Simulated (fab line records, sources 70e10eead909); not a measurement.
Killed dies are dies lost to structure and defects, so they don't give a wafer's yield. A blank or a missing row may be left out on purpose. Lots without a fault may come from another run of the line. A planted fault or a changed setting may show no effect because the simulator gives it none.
Chamber matching | flow nand_harc | NHARC_A_STAIRCASE_ETCH_190 on rie_diel-02: 4 sister chambers
The step etches the open film in C4F8/O2, target depth 100 nm, time 40.5 s. 4 wafers are shown with their chamber, then 7 later ones without.

WAFERS WITH THEIR CHAMBER
wafer  | chamber | rf_vpp_V (V)
L862.4 | 3       | 888
L862.6 | 0       | 904
L877.6 | 2       | 897
L878.5 | 1       | 898

WAFERS WITHOUT THEIR CHAMBER
wafer  | rf_vpp_V (V)
L878.6 | 905
L879.2 | 905
L879.3 | 899
L879.5 | 905
L880.1 | 900
L880.2 | 906
L880.4 | 905

WHICH CHAMBER EACH WENT THROUGH
wafer  | from the rows above          | in truth
L878.6 | 0                            | 0
L879.2 | 0                            | 0
L879.3 | can't be placed: 1 or 2      | 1
L879.5 | 0                            | 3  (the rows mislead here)
L880.1 | can't be placed: 1 or 2 or 0 | 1
L880.2 | 0                            | 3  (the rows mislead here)
L880.4 | 0                            | 0
Placed correctly: 3 of 7. Can't be placed from these rows: 2 (the true chamber is among the candidates in 2). Placed wrongly: 2.
How it was worked out, from the rows above alone: a wafer's distance from a chamber is the root of the sum, over the readings, of the square of ((its reading less the chamber's mean) divided by the reading's scatter). The wafer belongs to the nearest chamber; if the next one is less than 2 further off, it can't be placed. A chamber's mean is the mean of its shown wafers. The scatter: with one shown wafer a chamber, the root of the mean of the squares of how far each hidden wafer lies from its nearest shown one.
